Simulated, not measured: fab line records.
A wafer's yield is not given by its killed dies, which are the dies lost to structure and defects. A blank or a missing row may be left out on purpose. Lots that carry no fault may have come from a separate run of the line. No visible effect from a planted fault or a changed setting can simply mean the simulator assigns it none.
Chamber matching / flow nand_harc / 4 sister chambers for NHARC_A_SLIT_ETCH_29 on rie_diel-01
The step etches the open film in CF4/O2, target depth 100 nm, overetch 10 nm, time 55 s. 4 wafers are shown with their chamber, then 11 later ones without.

## WAFERS WITH THEIR CHAMBER
wafer=L083.5; chamber=0; rf_vpp_V (V)=198.4
wafer=L081.2; chamber=3; rf_vpp_V (V)=198.1
wafer=L084.1; chamber=2; rf_vpp_V (V)=199.8
wafer=L090.1; chamber=1; rf_vpp_V (V)=197.5

## WAFERS MISSING THEIR CHAMBER
wafer=L090.2; rf_vpp_V (V)=197.3
wafer=L090.5; rf_vpp_V (V)=199.8
wafer=L092.2; rf_vpp_V (V)=196.3
wafer=L092.5; rf_vpp_V (V)=197.2
wafer=L092.6; rf_vpp_V (V)=197.4
wafer=L096.2; rf_vpp_V (V)=196.0
wafer=L096.5; rf_vpp_V (V)=197.5
wafer=L096.6; rf_vpp_V (V)=198.2
wafer=L093.1; rf_vpp_V (V)=198.9
wafer=L093.2; rf_vpp_V (V)=197.6
wafer=L093.5; rf_vpp_V (V)=200.2

## THE CHAMBER EACH PASSED THROUGH
wafer=L090.2; from the rows above=can't be placed: 1 or 3 or 0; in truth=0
wafer=L090.5; from the rows above=2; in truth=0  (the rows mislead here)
wafer=L092.2; from the rows above=can't be placed: 1 or 3 or 0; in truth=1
wafer=L092.5; from the rows above=can't be placed: 1 or 3 or 0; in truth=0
wafer=L092.6; from the rows above=can't be placed: 1 or 3 or 0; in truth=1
wafer=L096.2; from the rows above=can't be placed: 1 or 3 or 0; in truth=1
wafer=L096.5; from the rows above=can't be placed: 1 or 3 or 0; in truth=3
wafer=L096.6; from the rows above=can't be placed: 3 or 0 or 1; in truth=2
wafer=L093.1; from the rows above=can't be placed: 0 or 3 or 2 or 1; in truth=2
wafer=L093.2; from the rows above=can't be placed: 1 or 3 or 0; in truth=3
wafer=L093.5; from the rows above=2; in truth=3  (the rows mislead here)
Correct placement for 0 of the 11. Not placeable from these rows: 9 (in 8, the candidates include the true chamber). Placed wrongly: 2.
How it was worked out, from the rows above alone: a wafer's distance from a chamber is the root of the sum, over the readings, of the square of ((its reading less the chamber's mean) divided by the reading's scatter). If the next closest chamber is less than 2 further off than the closest, the wafer can't be placed; otherwise it belongs to the closest. A chamber's mean is the mean of its shown wafers. The scatter: with one shown wafer a chamber, the root of the mean of the squares of how far each hidden wafer lies from its nearest shown one.
